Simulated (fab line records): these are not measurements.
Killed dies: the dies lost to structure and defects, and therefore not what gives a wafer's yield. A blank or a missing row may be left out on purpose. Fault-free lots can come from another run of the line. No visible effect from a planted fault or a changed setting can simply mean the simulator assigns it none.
fab line records    flow nand-harc
[record] lots = 6  wafers = 18  last-day = 32
route steps=1302 shown A_ONON_D2@550
lots untouched by any fault: they come from a run of this same line in which no faults occurred
start-h: hours from the record's first day to the start of the lot's first wafer shown    wait-h: time in hours since the lot's previous step    " the same as in the row above    L1.1+2: a single row standing in for several wafers    - either no value or no given start    * or withheld: withheld    < > ~ a bound
route shown NAME@n: names a module that has steps shown in the file, with the first one's number in the route    usual: mean/standard deviation taken from wafers without a fault    same: alike in all rows    chamber/n: place in a boat    sites: the reading at each site    _std_site: how widely they spread, as a standard deviation    _edge_site: outer sites' mean less inner sites'    radius-mm: for every site, how far away it sits from the centre of the wafer    mask NAME#n: copy n    behind: the most recent tool/chamber to have shaped the wafer    hold: the reason the lot was held/the length of the hold in hours/how it ended    device: whichever transistor did not switch (one of n, p or np)    end of line: at the end of the route, the tests of the same wafers    for a step that has no rows: nothing shown but its recipe    killed: dies lost to structure and defects at the first sort, not the wafer's yield    map: shows each die of a wafer: x if killed, . if not, _ if none is there
set.NAME: the run value of the setting; set.NAME@STEP: its run value at that earlier step    model.NAME: the simulator's own value behind a step, which no gauge read
lots at selected steps of the route; one table per step, one row per wafer
services: when a tool's chamber went out of use (start-h, in hours from the record's first day, below 0 if earlier), for how many hours, and the reason
[[steps]]
[step NHARC_A_ONON_D2_THK_MEAS_08]
[recipe] thk-meas-gauge = ellipsometry
[usual] thk-nm = 1000/12
lot.wafer  tool           chamber  start-h  wait-h  thk-nm
L207.2     film-metro-02  -        340.79   -       987
L207.4     "              -        "        "       987
L207.6     "              -        "        "       988
L210.2     film-metro-01  -        363.02   -       991
L210.5     "              -        "        "       991
L210.6     "              -        "        "       991
L214.2     film-metro-02  -        419.56   -       1013
L214.3     "              -        "        "       1011
L214.5     "              -        "        "       1012
L215.1     film-metro-01  -        433.01   -       998
L215.2     "              -        "        "       997
L215.3     "              -        "        "       999
L220.2     film-metro-02  -        483.06   -       992
L220.5     "              -        "        "       990
L220.6     "              -        "        "       990
L221.1     film-metro-02  -        483.17   -       994
L221.4     "              -        "        "       993
L221.6     "              -        "        "       990
[step NHARC_A_ONON_D2_DEP_09]
[recipe] target-thk-a = 10000  n2-flow-sccm = 2750  n2o-flow-sccm = 2000  nh3-flow-sccm = 500  sih4-flow-sccm = 210  temp-c = 400
[step NHARC_A_ONON_D2_THK_MEAS_11]
[recipe] thk-meas-gauge = ellipsometry
[usual] thk-nm = 998/8.5
lot.wafer  tool           chamber  start-h  wait-h  thk-nm
L207.2     film-metro-02  -        341.36   -       992
L207.4     "              -        "        "       994
L207.6     "              -        "        "       993
L210.2     film-metro-01  -        363.59   -       1001
L210.5     "              -        "        "       1000
L210.6     "              -        "        "       1003
L214.2     film-metro-01  -        420.13   -       999
L214.3     "              -        "        "       999
L214.5     "              -        "        "       999
L215.1     film-metro-02  -        433.58   -       988
L215.2     "              -        "        "       987
L215.3     "              -        "        "       987
L220.2     film-metro-01  -        483.63   -       993
L220.5     "              -        "        "       995
L220.6     "              -        "        "       993
L221.1     film-metro-02  -        483.74   -       1018
L221.4     "              -        "        "       1017
L221.6     "              -        "        "       1019
[step NHARC_A_ONON_D2_DEP_12]
[recipe] target-thk-a = 10000  n2-flow-sccm = 2750  n2o-flow-sccm = 2000  nh3-flow-sccm = 500  sih4-flow-sccm = 210  temp-c = 400
[step NHARC_A_ONON_D2_THK_MEAS_14]
[recipe] thk-meas-gauge = ellipsometry
[usual] thk-nm = 1000/8.7
lot.wafer  tool           chamber  start-h  wait-h  thk-nm
L207.2     film-metro-02  -        341.92   -       1014
L207.4     "              -        "        "       1011
L207.6     "              -        "        "       1012
L210.2     film-metro-01  -        364.15   -       991
L210.5     "              -        "        "       990
L210.6     "              -        "        "       991
L214.2     film-metro-02  -        420.70   -       989
L214.3     "              -        "        "       989
L214.5     "              -        "        "       987
L215.1     film-metro-02  -        434.14   -       1004
L215.2     "              -        "        "       1003
L215.3     "              -        "        "       1003
L220.2     film-metro-02  -        484.20   -       1004
L220.5     "              -        "        "       1004
L220.6     "              -        "        "       1003
L221.1     film-metro-01  -        484.30   -       1003
L221.4     "              -        "        "       1002
L221.6     "              -        "        "       1003
[step NHARC_A_ONON_D2_ANNEAL_15]
[recipe] temp-c = 750  time-s = 3600
[step NHARC_A_ONON_D2_DEP_16]
[recipe] target-thk-a = 10000  n2-flow-sccm = 2750  n2o-flow-sccm = 2000  nh3-flow-sccm = 500  sih4-flow-sccm = 210  temp-c = 400
[step NHARC_A_ONON_D2_THK_MEAS_18]
[recipe] thk-meas-gauge = ellipsometry
[usual] thk-nm = 1001/8.7
lot.wafer  tool           chamber  start-h  wait-h  thk-nm
L207.2     film-metro-02  -        349.56   -       1012
L207.4     "              -        "        "       1013
L207.6     "              -        "        "       1012
L210.2     film-metro-01  -        371.52   -       993
L210.5     "              -        "        "       993
L210.6     "              -        "        "       991
L214.2     film-metro-02  -        428.08   -       1011
L214.3     "              -        "        "       1011
L214.5     "              -        "        "       1008
L215.1     film-metro-02  -        441.91   -       1004
L215.2     "              -        "        "       1003
L215.3     "              -        "        "       1003
L220.2     film-metro-01  -        494.83   -       1009
L220.5     "              -        "        "       1012
L220.6     "              -        "        "       1010
L221.1     film-metro-02  -        495.17   -       1009
L221.4     "              -        "        "       1008
L221.6     "              -        "        "       1008
[step NHARC_A_ONON_D2_DEP_19]
[recipe] target-thk-a = 10000  n2-flow-sccm = 2750  n2o-flow-sccm = 2000  nh3-flow-sccm = 500  sih4-flow-sccm = 210  temp-c = 400
[step NHARC_A_ONON_D2_THK_MEAS_21]
[recipe] thk-meas-gauge = ellipsometry
[usual] thk-nm = 999/8
lot.wafer  tool           chamber  start-h  wait-h  thk-nm
L207.2     film-metro-02  -        350.13   -       998
L207.4     "              -        "        "       996
L207.6     "              -        "        "       997
L210.2     film-metro-01  -        372.08   -       994
L210.5     "              -        "        "       996
L210.6     "              -        "        "       995
L214.2     film-metro-01  -        428.65   -       994
L214.3     "              -        "        "       992
L214.5     "              -        "        "       995
L215.1     film-metro-01  -        442.47   -       973
L215.2     "              -        "        "       973
L215.3     "              -        "        "       973
L220.2     film-metro-02  -        495.53   -       1004
L220.5     "              -        "        "       1002
L220.6     "              -        "        "       1004
L221.1     film-metro-02  -        495.75   -       991
L221.4     "              -        "        "       990
L221.6     "              -        "        "       990
[step NHARC_A_ONON_D2_DEP_22]
[recipe] target-thk-a = 10000  n2-flow-sccm = 2750  n2o-flow-sccm = 2000  nh3-flow-sccm = 500  sih4-flow-sccm = 210  temp-c = 400
[step NHARC_A_ONON_D2_THK_MEAS_24]
[recipe] thk-meas-gauge = ellipsometry
[usual] thk-nm = 999/7.7
lot.wafer  tool           chamber  start-h  wait-h  thk-nm
L207.2     film-metro-01  -        350.69   -       1010
L207.4     "              -        "        "       1010
L207.6     "              -        "        "       1009
L210.2     film-metro-01  -        372.78   -       996
L210.5     "              -        "        "       996
L210.6     "              -        "        "       996
L214.2     film-metro-02  -        429.22   -       993
L214.3     "              -        "        "       993
L214.5     "              -        "        "       993
L215.1     film-metro-01  -        443.04   -       1000
L215.2     "              -        "        "       1002
L215.3     "              -        "        "       1001
L220.2     film-metro-02  -        496.10   -       1003
L220.5     "              -        "        "       1001
L220.6     "              -        "        "       1002
L221.1     film-metro-01  -        496.33   -       992
L221.4     "              -        "        "       991
L221.6     "              -        "        "       992
[step NHARC_A_ONON_D2_DEP_25]
[recipe] target-thk-a = 10000  n2-flow-sccm = 2750  n2o-flow-sccm = 2000  nh3-flow-sccm = 500  sih4-flow-sccm = 210  temp-c = 400
[usual] n2-flow-sccm = 2750/7.5
lot.wafer  tool           chamber  start-h  wait-h  n2-flow-sccm
L207.2     pecvd-onon-02  0        350.81   0.1     2770
L207.4     "              0        "        "       2754
L207.6     "              0        "        "       2756
L210.2     pecvd-onon-04  0        372.90   0.1     2765
L210.5     "              0        "        "       2746
L210.6     "              0        "        "       2767
L214.2     pecvd-onon-04  0        429.33   0.1     2746
L214.3     "              0        "        "       2748
L214.5     "              0        "        "       2744
L215.1     pecvd-onon-04  0        443.09   0.1     2743
L215.2     "              0        "        "       2744
L215.3     "              0        "        "       2755
L220.2     pecvd-onon-02  0        496.23   0.1     2759
L220.5     "              0        "        "       2749
L220.6     "              0        "        "       2755
L221.1     pecvd-onon-03  0        496.38   0.1     2760
L221.4     "              0        "        "       2770
L221.6     "              0        "        "       2756
[step NHARC_A_ONON_D2_THK_MEAS_27]
[recipe] thk-meas-gauge = ellipsometry
[usual] thk-nm = 1004/10
lot.wafer  tool           chamber  start-h  wait-h  hold                      thk-nm
L207.2     film-metro-01  -        351.26   -       -                         1016
L207.4     "              -        "        "       -                         1015
L207.6     "              -        "        "       -                         1017
L210.2     film-metro-01  -        373.35   -       -                         997
L210.5     "              -        "        "       -                         998
L210.6     "              -        "        "       -                         997
L214.2     film-metro-02  -        429.79   -       await-dispo/0.2h/release  938
L214.3     "              -        "        "       await-dispo/0.2h/release  938
L214.5     "              -        "        "       await-dispo/0.2h/release  937
L214.2     film-metro-02  -        429.96   0.2     -                         938
L214.3     "              -        "        "       -                         937
L214.5     "              -        "        "       -                         937
L215.1     film-metro-01  -        443.61   -       await-dispo/0.2h/release  937
L215.2     "              -        "        "       await-dispo/0.2h/release  937
L215.3     "              -        "        "       await-dispo/0.2h/release  936
L215.1     film-metro-01  -        443.78   0.2     -                         939
L215.2     "              -        "        "       -                         939
L215.3     "              -        "        "       -                         940
L220.2     film-metro-02  -        496.68   -       -                         996
L220.5     "              -        "        "       -                         996
L220.6     "              -        "        "       -                         994
L221.1     film-metro-02  -        496.90   -       -                         1006
L221.4     "              -        "        "       -                         1007
L221.6     "              -        "        "       -                         1008
[[services]]
tool           chamber  start-h  hours  kind
pecvd-onon-02  -        366.34   13.0   pm
pecvd-onon-03  -        408.00   13.0   pm
pecvd-onon-04  -        492.03   13.0   pm
[[key]]
[first-sign] step = NHARC_A_ONON_D2_THK_MEAS_27  reading = visit  direction = added
[effect] step = NHARC_A_ONON_D2_THK_MEAS_27  reading = thk-nm  direction = down  sigmas = 6.7  usual = 1004  struck = 937
met-at NHARC_A_ONON_D2_DEP_25
struck-wafers L214.2,L214.3,L214.5,L215.1,L215.2,L215.3
later-rows-left-out L214.2,L214.3,L214.5,L215.1,L215.2,L215.3
sort-left-out L214.2,L214.3,L214.5,L215.1,L215.2,L215.3
tester-left-out L214,L215
onset-between 372.90 429.33
[fault] kind = process-parameter-drift  tool = pecvd-onon-04  chamber = -  onset-h = 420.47  steps = NHARC_A_ONON_D2_DEP_25  channel = target-thk-a  offset = *  shape = step  end-h = 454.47  acts-in = *  stated = *
// tester-left-out: of these lots the tester's yield and bins aren't shown, on N5 and GAA mostly nor the transistor test; their killed dies are dies lost to structure and defects alone, not to doping, threshold or leakage, so they don't give the yield
// sort-left-out: the simulated sort isn't trusted on such a fault, so these wafers' sort isn't shown, and their yield isn't known
// later-rows-left-out: the simulator's readings of these wafers behind a module that went badly wrong aren't trusted and aren't shown, but for the sort
